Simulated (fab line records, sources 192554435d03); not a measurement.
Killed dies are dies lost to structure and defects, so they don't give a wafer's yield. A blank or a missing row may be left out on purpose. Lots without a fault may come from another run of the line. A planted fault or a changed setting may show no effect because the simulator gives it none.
Chamber matching | flow n5_finfet | N5_BEOL_M5_CO_CAP_78 on cvd_co-01: 3 sister chambers
The step material Co, precursor CCTBA/H2, target thk 2 nm, time 102.1 s. 3 wafers are shown with their chamber, then 8 later ones without.

WAFERS WITH THEIR CHAMBER
wafer  | chamber | heater_power_w (W)
L184.1 | 2       | 273
L184.6 | 0       | 226
L188.3 | 1       | 276

WAFERS WITHOUT THEIR CHAMBER
wafer  | heater_power_w (W)
L188.4 | 265
L188.6 | 280
L187.1 | 226
L187.3 | 275
L187.5 | 268
L189.1 | 238
L189.2 | 273
L189.5 | 273

WHICH CHAMBER EACH WENT THROUGH
wafer  | from the rows above     | in truth
L188.4 | can't be placed: 2 or 1 | 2
L188.6 | can't be placed: 1 or 2 | 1
L187.1 | 0                       | 0
L187.3 | can't be placed: 1 or 2 | 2
L187.5 | can't be placed: 2 or 1 | 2
L189.1 | 0                       | 0
L189.2 | can't be placed: 2 or 1 | 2
L189.5 | can't be placed: 2 or 1 | 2
Placed correctly: 2 of 8. Can't be placed from these rows: 6 (the true chamber is among the candidates in 6). Placed wrongly: 0.
How it was worked out, from the rows above alone: a wafer's distance from a chamber is the root of the sum, over the readings, of the square of ((its reading less the chamber's mean) divided by the reading's scatter). The wafer belongs to the nearest chamber; if the next one is less than 2 further off, it can't be placed. A chamber's mean is the mean of its shown wafers. The scatter: with one shown wafer a chamber, the root of the mean of the squares of how far each hidden wafer lies from its nearest shown one.
